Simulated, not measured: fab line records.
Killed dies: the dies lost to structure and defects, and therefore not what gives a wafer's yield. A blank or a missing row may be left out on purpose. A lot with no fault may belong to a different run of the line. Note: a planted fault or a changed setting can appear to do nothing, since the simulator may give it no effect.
fab line records	flow nandHarc
record: lots: 7	wafers: 18	lastDay: 24
route steps=1159 shown P_GATE@128 END@1159
lots that met no fault: from a run of the same line without faults
startH: hours from the record's first day to the start of the lot's first wafer shown	waitH: hours since the lot's step before	" identical to the entry in the row above	L1.1+2: a row that stands for several wafers	- no value, or no start given	* or withheld: withheld	< > ~ a bound
route shown NAME@n: names a module that has steps shown in the file, with the first one's number in the route	usual: the fault-free wafers' mean and standard deviation	same: alike in all rows	chamber/n: place in a boat	sites: readings site by site	_std_site: the standard deviation of these	_edge_site: inner sites' mean taken away from outer sites' mean	radiusMm: how far each site lies from the wafer's centre	mask NAME#n: copy n	behind: the most recent tool/chamber to have shaped the wafer	hold: why the lot went on hold/how many hours it stayed there/how the hold came to an end	device: transistor that didn't switch, given as n, p or np	end of line: tests run on the same wafers once the route is complete	step lacking rows: just its recipe	killed: at the first sort, the dies lost to defects and structure; wafer yield is something else	map: dies across one wafer; x = killed, . = not, _ = none there
set.NAME: the setting that was run; set.NAME@STEP: the one run at that earlier step	model.NAME: the simulator's own value behind a step, which no gauge read
lots at selected steps of the route; one table per step, one row per wafer
services: from which hour (startH, from the record's first day; less than 0 if before it) a tool's chamber was out of use, for how many hours, and why
== steps ==
step: NHARC_P_GATE_SRD_72
step: NHARC_P_GATE_OXIDE_16
recipe: targetThkA: 30	tempC: 875	oxTimeS: 392	material: SiO2
step: NHARC_P_GATE_CVD_17
recipe: targetThkA: 1500	tempC: 620	timeS: 900	material: poly-Si
step: NHARC_P_GATE_HM_DEP_102
recipe: targetThkA: 1200	tempC: 400	material: aC
usual: throttleValvePct: 34.999/0.0082
lot.wafer	tool	chamber	startH	waitH	throttleValvePct
L696.1	aclDep-01	0	98.76	0.5	35.011
L696.3	"	0	"	"	34.991
L696.5	"	0	"	"	35.001
L699.1	aclDep-02	0	120.62	3.0	35.008
L699.2	"	0	"	"	34.985
L699.6	"	0	"	"	35.005
L706.2	aclDep-03	0	170.81	2.7	35.007
L706.5	"	0	"	"	35.020
L708.2	aclDep-03	0	173.44	0.5	34.995
L708.5	"	0	"	"	35.000
L709.2	aclDep-02	0	187.13	4.0	34.990
L709.4	"	0	"	"	35.000
L713.1	aclDep-01	0	216.83	0.4	35.007
L713.2	"	0	"	"	34.998
L713.5	"	0	"	"	34.990
L714.3	aclDep-02	0	217.05	0.6	35.008
L714.5	"	0	"	"	35.013
L714.6	"	0	"	"	34.996
step: NHARC_P_GATE_DEP_103
recipe: targetThkA: 300	targetThkNm: 30	tempC: 400	flowSccm: 200	rfW: 350	material: SiON
usual: heaterPowerW: 754/99
lot.wafer	tool	chamber	startH	waitH	heaterPowerW
L696.3	pecvd-03	0	99.42	0.3	708
L696.1	"	1	"	"	752
L696.5	"	1	"	"	776
L699.2	pecvd-04	1	121.28	0.4	959
L699.1	"	2	"	"	841
L699.6	"	1	"	"	937
L706.2	pecvd-04	0	171.42	0.5	761
L706.5	"	2	"	"	764
L708.2	pecvd-04	0	174.14	0.6	685
L708.5	"	2	"	"	878
L709.2	pecvd-01	1	187.68	0.4	767
L709.4	"	2	"	"	687
L713.2	pecvd-01	1	217.79	0.7	795
L713.1	"	0	"	"	664
L713.5	"	2	"	"	691
L714.3	pecvd-01	1	217.99	0.8	857
L714.5	"	0	"	"	622
L714.6	"	1	"	"	851
step: NHARC_P_GATE_DEHYDRATE_18
recipe: tempC: 150	timeS: 120
step: NHARC_P_GATE_HMDS_19
recipe: timeS: 30
step: NHARC_P_GATE_COAT_20
recipe: spinRpm: 1500	resistThkNm: 90
step: NHARC_P_GATE_SOFTBAKE_21
recipe: tempC: 105	timeS: 55
step: NHARC_P_GATE_EBR_22
step: NHARC_P_GATE_EXPOSE_23
recipe: na: 1.35	targetCdNm: 120	doseMj: 93.91	maskId: P_GATE
step: NHARC_P_GATE_PEB_24
recipe: pebTempC: 100	pebTimeS: 65
step: NHARC_P_GATE_DEVELOP_25
recipe: developTimeS: 35	devTempC: 23
usual: exhaustPa: 44.9/0.95
lot.wafer	tool	chamber	startH	waitH	exhaustPa
L696.1	lithoTrack-01	0	100	-	47.1
L696.3	"	0	"	"	46.6
L696.5	"	0	"	"	47.1
L699.1	lithoTrack-04	0	121	-	46.2
L699.2	"	0	"	"	46.3
L699.6	"	0	"	"	45.1
L706.2	lithoTrack-04	0	172	-	44.8
L706.5	"	0	"	"	44.8
L708.2	lithoTrack-04	0	174	-	44.8
L708.5	"	0	"	"	44.6
L709.2	lithoTrack-04	0	188	-	45.8
L709.4	"	0	"	"	47.3
L713.1	lithoTrack-06	0	218	-	43.4
L713.2	"	0	"	"	43.6
L713.5	"	0	"	"	44.0
L714.3	lithoTrack-01	0	218	-	45.5
L714.5	"	0	"	"	45.6
L714.6	"	0	"	"	44.7
step: NHARC_P_GATE_CD_MEAS_26
recipe: targetCdNm: 120	landingEnergyEv: 500
usual: cdNm: 120.1/0.48
lot.wafer	tool	chamber	startH	waitH	cdNm
L696.1	cdSem-02	0	100.13	-	120.6
L696.3	"	0	"	"	120.3
L696.5	"	0	"	"	119.8
L699.1	cdSem-02	0	121.95	-	120.5
L699.2	"	0	"	"	120.1
L699.6	"	0	"	"	120.2
L706.2	cdSem-03	0	172.08	-	119.0
L706.5	"	0	"	"	119.4
L708.2	cdSem-03	0	174.69	-	118.9
L708.5	"	0	"	"	120.3
L709.2	cdSem-01	0	188.36	-	119.5
L709.4	"	0	"	"	119.7
L713.1	cdSem-02	0	218.47	-	120.2
L713.2	"	0	"	"	119.6
L713.5	"	0	"	"	120.6
L714.3	cdSem-02	0	218.65	-	120.2
L714.5	"	0	"	"	119.6
L714.6	"	0	"	"	119.8
step: NHARC_P_GATE_OVL_MEAS_27
usual: overlayXNm: 0.0/0.85	overlayYNm: 0.0/0.8
lot.wafer	tool	chamber	startH	waitH	overlayXNm	overlayYNm
L696.1	overlay-02	-	100.22	-	-0.3	1.2
L696.3	"	-	"	"	-0.1	0.6
L696.5	"	-	"	"	0.2	0.5
L699.1	overlay-01	-	122.04	-	0.6	-1.7
L699.2	"	-	"	"	0.8	-1.6
L699.6	"	-	"	"	0.7	-1.2
L706.2	overlay-02	-	172.17	-	-1.3	-0.4
L706.5	"	-	"	"	-0.3	-0.2
L708.2	overlay-01	-	174.78	-	-0.9	-0.4
L708.5	"	-	"	"	-0.8	-0.3
L709.2	overlay-02	-	188.45	-	0.5	0.3
L709.4	"	-	"	"	0.8	0.0
L713.1	overlay-02	-	218.56	-	-0.2	0.3
L713.2	"	-	"	"	-0.9	0.2
L713.5	"	-	"	"	-0.8	0.0
L714.3	overlay-01	-	218.74	-	-0.7	1.5
L714.5	"	-	"	"	-1.0	1.5
L714.6	"	-	"	"	-0.9	1.7
step: NHARC_P_GATE_INSPECT_28
usual: rawDefectCount: 6/3.4
lot.wafer	tool	chamber	startH	waitH	rawDefectCount
L696.1	defectInspect-02	-	100.25	0.0	2
L696.3	"	-	"	"	13
L696.5	"	-	"	"	3
L699.1	defectInspect-02	-	122.08	0.0	14
L699.2	"	-	"	"	15
L699.6	"	-	"	"	10
L706.2	defectInspect-01	-	172.20	0.0	11
L706.5	"	-	"	"	3
L708.2	defectInspect-02	-	174.81	0.0	5
L708.5	"	-	"	"	4
L709.2	defectInspect-01	-	188.49	0.0	5
L709.4	"	-	"	"	6
L713.1	defectInspect-02	-	218.60	0.0	6
L713.2	"	-	"	"	0
L713.5	"	-	"	"	6
L714.3	defectInspect-02	-	218.77	0.0	6
L714.5	"	-	"	"	4
L714.6	"	-	"	"	4
step: NHARC_P_GATE_DESCUM_31
recipe: timeS: 3	o2FlowSccm: 200	arFlowSccm: 0	biasPowerW: 0	chemistry: O2
usual: drypumpMotorCurrentA: 5.7/0.38	mfcArSccm: 0.004/0.0078	oesProductAu: 1.000/0.0079	rfVppV: 57.6/0.83	showerheadPlenumPTorr: 1.88/0.091	throttleValvePct: 11.311/0.0082
lot.wafer	tool	chamber	startH	waitH	drypumpMotorCurrentA	mfcArSccm	oesProductAu	rfHoursCounterH	rfVppV	showerheadPlenumPTorr	throttleValvePct	model.P_GATE.cdNm
L696.1	rieDiel-07	2	100.35	0.1	5.5	0	1.010	8	56.6	1.78	11.330	120.7
L696.3	"	3	"	"	6.1	0.006	1.001	6	56.4	1.79	11.303	119.9
L696.5	"	2	"	"	5.5	0	1.004	-	57.6	1.78	11.304	119.6
L699.1	rieDiel-13	2	122.15	0.1	5.7	0	0.989	5	57.1	1.78	11.309	120.4
L699.2	"	0	"	"	5.5	0	1.006	6	57.4	1.93	11.316	120.2
L699.6	"	1	"	"	6.3	0	1.014	-	58.4	1.83	11.301	119.7
L706.2	rieDiel-01	3	172.32	0.1	5.6	0.023	1.003	13	58.9	1.94	11.312	118.9
L706.5	"	0	"	"	5.4	0.008	1.017	-	56.9	1.83	11.307	118.7
L708.2	rieDiel-07	0	174.87	0.1	5.0	0	1.003	20	57.9	2.04	11.306	119.1
L708.5	"	0	"	"	5.0	0	0.997	-	58.7	2.04	11.302	120
L709.4	rieDiel-01	0	188.55	0.1	5.4	0.008	1.007	18	58.1	1.82	11.320	119.2
L709.2	"	3	"	"	5.5	0.023	1.006	18	59.5	1.94	11.306	119.6
L713.2	rieDiel-07	3	218.71	0.1	6.1	0.006	0.990	27	57.7	1.78	11.298	119.4
L713.1	"	0	"	"	5.0	0	0.996	28	58.2	2.04	11.316	120.1
L713.5	"	3	"	"	6.1	0.006	0.987	-	56.3	1.78	11.317	120.1
L714.3	rieDiel-07	0	218.86	0.1	5.1	0	1.006	28	58.0	2.04	11.306	120.2
L714.5	"	1	"	"	5.7	0	0.998	-	58.5	1.97	11.314	119.4
L714.6	"	2	"	"	5.5	0	1.004	-	58.2	1.77	11.307	119.9
step: NHARC_P_GATE_ETCH_104
recipe: targetDepthA: 600	timeS: withheld	cf4FlowSccm: 100	chf3FlowSccm: 30	arFlowSccm: 0	rfW: 500	biasW: 200	chemistry: CF4/CHF3
usual: drypumpMotorCurrentA: 5.7/0.37	mfcArSccm: 0.004/0.0077	oesProductAu: 0.950/0.024	rfVppV: 369.5/2.5	showerheadPlenumPTorr: 1.55/0.069	throttleValvePct: 16.802/0.0093
lot.wafer	tool	chamber	startH	waitH	drypumpMotorCurrentA	mfcArSccm	oesProductAu	rfVppV	showerheadPlenumPTorr	throttleValvePct
L696.3	rieDiel-07	1	100.44	0.1	5.7	0	0.933	373.0	1.62	16.799
L696.1	"	0	"	"	5.0	0	0.957	374.1	1.67	16.807
L696.5	"	2	"	"	5.5	0	0.931	364.6	1.47	16.826
L699.1	rieDiel-13	3	122.23	0.1	5.4	0.022	0.977	371.3	1.56	16.820
L699.2	"	2	"	"	5.6	0	0.966	367.8	1.47	16.788
L699.6	"	3	"	"	5.4	0.022	0.981	368.8	1.56	16.808
L706.2	rieDiel-01	0	172.42	0.1	5.4	0.008	0.936	369.5	1.51	16.802
L706.5	"	3	"	"	5.5	0.023	0.929	371.0	1.60	16.815
L708.2	rieDiel-07	0	174.97	0.1	5.0	0	0.973	374.4	1.67	16.815
L708.5	"	2	"	"	5.5	0	0.988	366.9	1.47	16.803
L709.4	rieDiel-01	3	188.64	0.1	5.5	0.023	0.974	372.2	1.60	16.801
L709.2	"	0	"	"	5.4	0.008	0.970	368.4	1.50	16.796
L713.2	rieDiel-07	1	218.80	0.1	5.7	0	0.976	372.0	1.61	16.804
L713.1	"	2	"	"	5.5	0	0.931	365.4	1.46	16.810
L713.5	"	2	"	"	5.5	0	0.928	367.1	1.46	16.808
L714.3	rieDiel-07	3	218.98	0.1	6.1	0.006	0.914	365.9	1.47	16.791
L714.5	"	1	"	"	5.7	0	0.936	370.9	1.61	16.797
L714.6	"	2	"	"	5.5	0	0.920	366.8	1.46	16.803
step: NHARC_END_SORT_01
recipe: tempC: 25
usual: killedAtArray: 26/8.6	killedAtOther: 0.7/0.97	killedAtPeriphery: 3.2/2.2	killedDies: 30/8.9	killedOpen: 3.1/1.8	killedShort: 2.2/1.8
same: grossDies: 677
lot.wafer	tool	chamber	startH	waitH	killedAtArray	killedAtOther	killedAtPeriphery	killedDies	killedOpen	killedShort
L696.1	prober-01	0	450.15	2.5	43	2	2	47	2	3
L696.3	prober-01	0	451.78	3.1	36	0	9	45	1	4
L696.5	prober-01	0	453.40	3.8	25	1	2	28	3	2
L699.1	prober-01	0	472.27	2.5	26	0	2	28	3	2
L699.2	prober-01	0	473.06	2.8	24	0	4	28	3	3
L699.6	prober-01	0	476.25	4.0	28	0	6	34	2	3
L709.2	prober-01	0	533.46	2.7	36	1	3	40	6	0
L709.4	prober-01	0	535.09	3.4	45	4	5	54	4	3
L706.2	prober-02	0	533.53	2.8	25	0	1	26	5	2
L706.5	prober-02	0	535.91	3.7	17	1	4	22	3	7
L708.2	prober-01	0	541.30	2.8	35	1	1	37	4	2
L708.5	prober-01	0	543.67	3.7	25	0	2	27	3	1
L714.3	prober-01	0	569.28	3.1	14	0	8	22	3	2
L714.5	prober-01	0	570.89	3.7	14	1	7	22	3	0
L714.6	prober-01	0	571.69	4.0	25	0	9	34	4	0
L713.1	prober-02	0	580.52	2.5	19	0	2	21	5	2
L713.2	prober-02	0	581.31	2.8	25	1	6	32	8	10
killed by level:class
L696.1 A_SLIT:chamberFilmFlake=13 A_CHANNEL_HOLE_D1:chamberFilmFlake=8 A_CHANNEL_FILL_D1:chamberFilmFlake=5 A_CONTACT:chamberFilmFlake=5 A_WL_FILL:chamberFilmFlake=4 A_STAIRCASE:chamberFilmFlake=3 A_M0:geometricParticle:short=2 THIN_TSV:chamberFilmFlake=2
L696.3 A_CHANNEL_HOLE_D1:chamberFilmFlake=15 A_SLIT:chamberFilmFlake=13 P_CONTACT:chamberFilmFlake=6 A_WL_FILL:chamberFilmFlake=3 P_CONTACT:geometricParticle:short=1 P_M0:geometricParticle:short=1 A_SGD_CUT:geometricParticle:short=1 A_BLC:geometricParticle:open=1
L696.5 A_SLIT:chamberFilmFlake=8 A_CHANNEL_HOLE_D1:chamberFilmFlake=8 A_CHANNEL_FILL_D1:geometricParticle:short=2 A_CHANNEL_FILL_D1:chamberFilmFlake=2 P_M0:geometricParticle:open=1 A_CHANNEL_FILL_D1:geometricParticle:open=1 A_M1:geometricParticle:open=1 P_CONTACT:chamberFilmFlake=1
L699.1 A_SLIT:chamberFilmFlake=10 A_CHANNEL_HOLE_D1:chamberFilmFlake=8 A_CONTACT:geometricParticle:open=2 A_CONTACT:chamberFilmFlake=2 P_GATE:geometricParticle:short=1 A_SOURCE_PLATE:geometricParticle:open=1 A_SOURCE_PLATE:geometricParticle:short=1 P_STI:chamberFilmFlake=1
L699.2 A_CHANNEL_HOLE_D1:chamberFilmFlake=8 A_SLIT:chamberFilmFlake=7 P_CONTACT:chamberFilmFlake=2 A_WL_FILL:chamberFilmFlake=2 P_GATE:geometricParticle:open=1 P_CONTACT:geometricParticle:short=1 A_SOURCE_PLATE:geometricParticle:short=1 A_WL_FILL:geometricParticle:short=1
L699.6 A_CHANNEL_HOLE_D1:chamberFilmFlake=11 A_SLIT:chamberFilmFlake=8 A_STAIRCASE:chamberFilmFlake=4 P_CONTACT:chamberFilmFlake=2 A_CONTACT:chamberFilmFlake=2 P_STI:geometricParticle:short=1 P_GATE:geometricParticle:short=1 P_M1:geometricParticle:open=1
L709.2 A_SLIT:chamberFilmFlake=14 A_CHANNEL_HOLE_D1:chamberFilmFlake=13 A_CONTACT:chamberFilmFlake=4 P_GATE:geometricParticle:open=2 A_WL_FILL:geometricParticle:open=2 A_ONON_D1:geometricParticle:open=1 A_SGD_CUT:geometricParticle:open=1 P_M1:chamberFilmFlake=1
L706.2 A_SLIT:chamberFilmFlake=15 A_WL_FILL:geometricParticle:short=2 A_CHANNEL_HOLE_D1:chamberFilmFlake=2 P_CONTACT:geometricParticle:open=1 A_CHANNEL_FILL_D1:geometricParticle:open=1 A_WL_FILL:geometricParticle:open=1 A_CONTACT:geometricParticle:open=1 A_BLC:geometricParticle:open=1
L709.4 A_CHANNEL_HOLE_D1:chamberFilmFlake=18 A_SLIT:chamberFilmFlake=15 A_CONTACT:chamberFilmFlake=5 P_M2:chamberFilmFlake=4 THIN_TSV:chamberFilmFlake=4 A_ONON_D1:geometricParticle:open=2 P_M0:geometricParticle:open=1 A_CHANNEL_FILL_D1:geometricParticle:short=1
L706.5 A_SLIT:chamberFilmFlake=6 P_M1:geometricParticle:short=3 A_CHANNEL_HOLE_D1:geometricParticle:short=2 A_WL_FILL:geometricParticle:short=2 A_CHANNEL_HOLE_D1:chamberFilmFlake=2 A_WL_FILL:geometricParticle:open=1 A_M1:geometricParticle:open=1 A_BONDPAD:geometricParticle:open=1
L708.2 A_CHANNEL_HOLE_D1:chamberFilmFlake=21 A_CONTACT:chamberFilmFlake=7 A_ONON_D1:geometricParticle:short=1 A_ONON_D1:geometricParticle:open=1 A_CHANNEL_FILL_D1:geometricParticle:open=1 A_BLC:geometricParticle:open=1 A_M0:geometricParticle:open=1 A_M1:geometricParticle:short=1
L708.5 A_CHANNEL_HOLE_D1:chamberFilmFlake=17 A_CONTACT:chamberFilmFlake=5 P_CONTACT:geometricParticle:open=1 P_M0:geometricParticle:open=1 A_CHANNEL_FILL_D1:geometricParticle:open=1 A_CONTACT:geometricParticle:short=1 A_STAIRCASE:chamberFilmFlake=1
L714.3 A_CHANNEL_HOLE_D1:chamberFilmFlake=6 P_M0:chamberFilmFlake=4 A_CONTACT:chamberFilmFlake=4 A_WL_FILL:chamberFilmFlake=2 P_STI:geometricParticle:open=1 P_GATE:geometricParticle:short=1 P_M2:geometricParticle:short=1 P_M2:geometricParticle:open=1
L714.5 A_CHANNEL_HOLE_D1:chamberFilmFlake=5 P_M0:chamberFilmFlake=4 A_CONTACT:chamberFilmFlake=3 P_GATE:chamberFilmFlake=2 A_SLIT:chamberFilmFlake=2 P_M1:geometricParticle:open=1 A_SGD_CUT:geometricParticle:open=1 A_M0:geometricParticle:open=1
L714.6 A_CHANNEL_HOLE_D1:chamberFilmFlake=10 P_M0:chamberFilmFlake=8 A_WL_FILL:chamberFilmFlake=4 A_M0:chamberFilmFlake=4 P_CONTACT:geometricParticle:open=1 A_ONON_D1:geometricParticle:open=1 A_CONTACT:geometricParticle:open=1 A_BLC:geometricParticle:open=1
L713.1 A_CHANNEL_HOLE_D1:chamberFilmFlake=7 A_CONTACT:chamberFilmFlake=4 A_ONON_D1:geometricParticle:short=2 A_CONTACT:geometricParticle:open=2 P_GATE:chamberFilmFlake=2 A_CHANNEL_FILL_D1:geometricParticle:open=1 A_WL_FILL:geometricParticle:open=1 A_M1:geometricParticle:open=1
L713.2 A_CHANNEL_HOLE_D1:chamberFilmFlake=8 A_ONON_D1:geometricParticle:open=4 A_WL_FILL:geometricParticle:short=4 P_M0:geometricParticle:open=3 A_CONTACT:chamberFilmFlake=3 A_CONTACT:geometricParticle:short=2 A_WL_FILL:chamberFilmFlake=2 P_ZERO_WELL:geometricParticle:short=1
== services ==
tool	chamber	startH	hours	kind
rieDiel-13	0	78.94	12.2	repair
rieDiel-07	0	84.70	-	clean
rieDiel-07	1	84.70	-	clean
rieDiel-07	2	84.70	-	clean
rieDiel-07	3	84.70	-	clean
rieDiel-07	3	87.03	8.7	repair
lithoTrack-01	-	93.00	7.0	pm
pecvd-04	-	93.07	8.5	repair
rieDiel-07	-	96.43	1.0	repair
rieDiel-13	-	99.03	9.0	pm
rieDiel-07	0	109.26	-	clean
rieDiel-07	1	109.26	-	clean
pecvd-03	-	111.14	13.0	pm
aclDep-01	-	112.71	13.0	pm
pecvd-04	-	113.62	0.2	repair
lithoTrack-06	-	117.00	7.0	pm
pecvd-01	-	128.15	14.2	repair
pecvd-03	1	135.07	7.9	repair
rieDiel-01	-	137.80	9.0	pm
lithoTrack-04	-	141.00	7.0	pm
pecvd-01	-	169.57	7.0	repair
aclDep-02	-	170.13	13.0	pm
rieDiel-07	1	176.00	37.6	repair
pecvd-04	-	205.99	13.0	pm
== key ==
firstSign none at tools or gauges
modelEffect: step: NHARC_P_GATE_DESCUM_31	value: P_GATE.cdNm	without: 119.9	struck: 119.2
metAt NHARC_P_GATE_DEVELOP_25
struckWafers L706.2,L708.2,L709.2,L709.4
testerLeftOut L706,L708,L709
onsetBetween 121 172
fault: kind: processParameterDrift	tool: lithoTrack-04	chamber: -	onsetH: 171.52	steps: NHARC_P_GATE_DEVELOP_25	channel: developTimeS	offset: *	shape: step	endH: 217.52	scope: struckWafersOnly	actsIn: *	stated: *
testerLeftOut: of these lots the tester's yield and bins aren't shown, on N5 and GAA mostly nor the transistor test; their killed dies are dies lost to structure and defects alone, not to doping, threshold or leakage, so they don't give the yield
